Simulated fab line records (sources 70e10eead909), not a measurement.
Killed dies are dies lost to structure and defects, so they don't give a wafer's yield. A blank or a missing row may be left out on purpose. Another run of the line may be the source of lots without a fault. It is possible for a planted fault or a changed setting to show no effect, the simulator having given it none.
Matching of chambers ; flow nandHarc ; NHARC_A_STAIRCASE_DEP_301 on pecvd-03 has 3 sister chambers
The step deposits SiON, target thk 30 nm. 6 wafers are shown with their chamber, then 7 later ones without.

== EACH WAFER AND ITS CHAMBER ==
wafer;chamber;showerheadVppV (V);heaterPowerW (W)
L074.2;2;1176;533
L080.4;2;1150;576
L086.4;0;1148;818
L086.5;1;1224;681
L088.1;0;1175;763
L088.3;1;1218;706

== WAFERS MISSING THEIR CHAMBER ==
wafer;showerheadVppV (V);heaterPowerW (W)
L088.4;1222;686
L091.4;1219;620
L091.5;1170;576
L091.6;1135;659
L093.2;1176;603
L093.5;1210;701
L093.6;1145;598

== WHICH CHAMBER EACH ONE RAN IN ==
wafer;from the rows above;in truth
L088.4;1;1
L091.4;can't be placed: 1 or 2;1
L091.5;2;2
L091.6;can't be placed: 2 or 0 or 1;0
L093.2;2;2
L093.5;1;1
L093.6;2;2
5 of 7 placed correctly. Unplaceable from these rows: 2, with the true chamber sitting among the candidates in 2. Number placed wrongly: 0.
How it was worked out, from the rows above alone: a wafer's distance from a chamber is the root of the sum, over the readings, of the square of ((its reading less the chamber's mean) divided by the reading's scatter). If the next closest chamber is less than 2 further off than the closest, the wafer can't be placed; otherwise it belongs to the closest. For every chamber, the mean is computed from those of its wafers that are shown. The scatter is the square root of a quotient: the sum, over the shown wafers, of each reading's squared deviation from its chamber's mean, divided by wafers minus chambers.
